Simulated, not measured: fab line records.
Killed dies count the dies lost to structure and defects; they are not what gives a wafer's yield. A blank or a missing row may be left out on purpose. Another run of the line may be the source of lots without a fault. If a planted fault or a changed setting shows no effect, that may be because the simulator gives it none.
Chamber matching -- flow n5 finfet -- cmp-02 running N5_ILD0_CMP_03: 4 sister chambers
The step polishes, stops on SiNx, t overpolish 1.9 s, target thk 197.38 nm. 4 wafers are shown with their chamber, then 7 later ones without.

== EACH WAFER AND ITS CHAMBER ==
wafer,chamber,motor current A (A)
L082.2,0,13.5
L087.3,2,11.2
L088.1,1,10.0
L088.4,3,11.8

== WAFERS WITHOUT THEIR CHAMBER ==
wafer,motor current A (A)
L088.6,12.5
L093.1,11.4
L093.3,13.0
L093.4,10.8
L094.1,10.7
L094.5,11.9
L094.6,10.8

== EACH ONE'S CHAMBER ==
wafer,from the rows above,in truth
L088.6,can't be placed: 3 or 0 or 2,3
L093.1,can't be placed: 2 or 3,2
L093.3,can't be placed: 0 or 3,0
L093.4,can't be placed: 2 or 1 or 3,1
L094.1,can't be placed: 2 or 1 or 3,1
L094.5,can't be placed: 3 or 2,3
L094.6,can't be placed: 2 or 1 or 3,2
Correct placement for 0 of the 7. These rows do not allow placing 7 (true chamber among the candidates in 7). Placed wrongly: 0.
How it was worked out, from the rows above alone: a wafer's distance from a chamber is the root of the sum, over the readings, of the square of ((its reading less the chamber's mean) divided by the reading's scatter). The wafer belongs to the nearest chamber; if the next one is less than 2 further off, it can't be placed. The mean given for a chamber averages the wafers shown for that chamber. The scatter (one wafer shown for each chamber): square how far every hidden wafer sits from the nearest shown wafer, average those squares and take the square root.
